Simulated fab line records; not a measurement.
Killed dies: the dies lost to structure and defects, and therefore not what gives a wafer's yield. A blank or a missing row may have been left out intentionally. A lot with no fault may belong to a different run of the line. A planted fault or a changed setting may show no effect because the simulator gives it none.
Chamber matching -- flow nand_harc -- NHARC_P_BONDPAD_CMP_32 on cmp-02: 4 sister chambers
The step polishes SiCN, target thk 200 nm. 4 wafers are shown with their chamber, then 12 later ones without.

## WAFERS PAIRED WITH THEIR CHAMBERS
wafer,chamber,motor_current_A (A)
L085.3,3,13.7
L087.2,2,12.2
L087.3,0,12.8
L087.6,1,12.0

## WAFERS WHOSE CHAMBER IS MISSING
wafer,motor_current_A (A)
L088.2,13.9
L088.4,13.5
L088.5,12.1
L093.1,13.0
L093.2,11.4
L093.4,13.6
L094.2,11.0
L094.5,11.7
L094.6,13.6
L095.3,13.7
L095.5,12.0
L095.6,13.3

## WHICH CHAMBER EACH ONE RAN IN
wafer,from the rows above,in truth
L088.2,3,3
L088.4,can't be placed: 3 or 0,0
L088.5,can't be placed: 1 or 2 or 0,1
L093.1,can't be placed: 0 or 3 or 2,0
L093.2,can't be placed: 1 or 2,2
L093.4,can't be placed: 3 or 0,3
L094.2,can't be placed: 1 or 2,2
L094.5,can't be placed: 1 or 2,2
L094.6,can't be placed: 3 or 0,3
L095.3,3,3
L095.5,can't be placed: 1 or 2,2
L095.6,can't be placed: 3 or 0 or 2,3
2 of 12 placed correctly. Cannot be placed on the basis of these rows: 10; the candidates contain the true chamber in 10. Wrongly placed: 0.
How it was worked out, from the rows above alone: a wafer's distance from a chamber is the root of the sum, over the readings, of the square of ((its reading less the chamber's mean) divided by the reading's scatter). The wafer belongs to the nearest chamber; if the next one is less than 2 further off, it can't be placed. Each chamber's mean is taken over the wafers shown for it. The scatter: with one shown wafer a chamber, the root of the mean of the squares of how far each hidden wafer lies from its nearest shown one.
